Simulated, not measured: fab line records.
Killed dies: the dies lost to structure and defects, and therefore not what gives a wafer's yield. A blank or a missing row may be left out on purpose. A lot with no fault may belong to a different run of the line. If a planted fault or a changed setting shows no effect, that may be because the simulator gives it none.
2 desks looking at one fault | flow n5-finfet | each desk has only its own numbers; what lay behind them comes last

## METROLOGY DESK
What the gauges read, lot by lot, whatever tool the lot ran on: means of the sampled wafers that have a number. The brackets show how far a lot's mean lies from the usual mean; more than 4 standard deviations puts the lot out of limits, marked OUT. Shown here are 7 of its 11 readings, the ones lying furthest out on some lot.
Columns: A = CJ_P at N5_BEOL_M4_RC_MEAS_101, usual 5.77; B = IOFF_N at N5_BEOL_M4_RC_MEAS_101, usual 0.17 nA/um; C = IOFF_P at N5_BEOL_M4_RC_MEAS_101, usual 0.24 nA/um; D = ION_N at N5_BEOL_M4_RC_MEAS_101, usual 681 uA/um; E = ION_P at N5_BEOL_M4_RC_MEAS_101, usual 469 uA/um; F = VT_N at N5_BEOL_M4_RC_MEAS_101, usual 249 mV; G = VT_P at N5_BEOL_M4_RC_MEAS_101, usual -248 mV
lot  | first seen here | A    | B    | C    | D   | E   | F   | G
L590 | day 8 21:31     | 5.68 | 0.18 | 0.28 | 681 | 476 | 247 | -244
L591 | day 9 13:37     | 5.67 | 0.17 | 0.30 | 686 | 480 | 248 | -243
L592 | day 9 16:40     | 5.70 | 0.21 | 0.26 | 696 | 473 | 244 | -248
L598 | day 10 22:28    | 5.42 | 0.19 | 0.22 | 681 | 454 | 249 | -250
L600 | day 11 14:47    | 5.45 | 0.16 | 0.20 | 665 | 450 | 251 | -252
L602 | day 11 23:56    | 5.62 | 0.22 | 0.29 | 687 | 470 | 246 | -243
L606 | day 13 03:20    | 5.51 | 0.16 | 0.22 | 681 | 470 | 251 | -249
L607 | day 13 03:29    | 5.71 | 0.18 | 0.23 | 688 | 473 | 246 | -248
This desk's finding: nothing out of limits on any of the 8 lots.

## TOOL OWNER'S DESK, rie-si-05
The tool's own readings at N5_SD_EPI_P_SD_RECESS_17 (chemistry HBr/Cl2/O2, target depth 39.1 nm, bt time 3 s): means of the sampled wafers that have a number, for each lot that ran on this tool. The brackets show how far a lot's mean lies from the usual mean; more than 4 standard deviations puts the lot out of limits, marked OUT.
Columns: A = chamber-pressure-mTorr at N5_SD_EPI_P_SD_RECESS_17, usual 9.999 mTorr; B = drypump-motor-current-A at N5_SD_EPI_P_SD_RECESS_17, usual 5.7 A; C = he-backside-leak-sccm at N5_SD_EPI_P_SD_RECESS_17, usual 2.79 sccm; D = oes-product-au at N5_SD_EPI_P_SD_RECESS_17, usual 1.013 a.u.; E = throttle-valve-pct at N5_SD_EPI_P_SD_RECESS_17, usual 37.0 %
lot  | first seen here | A      | B   | C    | D     | E
L590 | day 4 12:41     | 9.999  | 6.1 | 2.94 | 1.002 | 37.2
L591 | day 4 17:08     | 9.995  | 6.2 | 2.62 | 1.020 | 37.2
L598 | day 6 11:46     | 10.000 | 5.8 | 2.94 | 1.002 | 37.0
L600 | day 6 20:46     | 9.996  | 5.7 | 2.73 | 1.000 | 37.0
This desk's finding: nothing out of limits on any of the 4 lots.

## ALL TOGETHER
Metrology desk: nothing out of limits seen.
The desk of the tool owner found nothing out of limits.

## WHAT WAS PUT IN BY THE SIMULATOR
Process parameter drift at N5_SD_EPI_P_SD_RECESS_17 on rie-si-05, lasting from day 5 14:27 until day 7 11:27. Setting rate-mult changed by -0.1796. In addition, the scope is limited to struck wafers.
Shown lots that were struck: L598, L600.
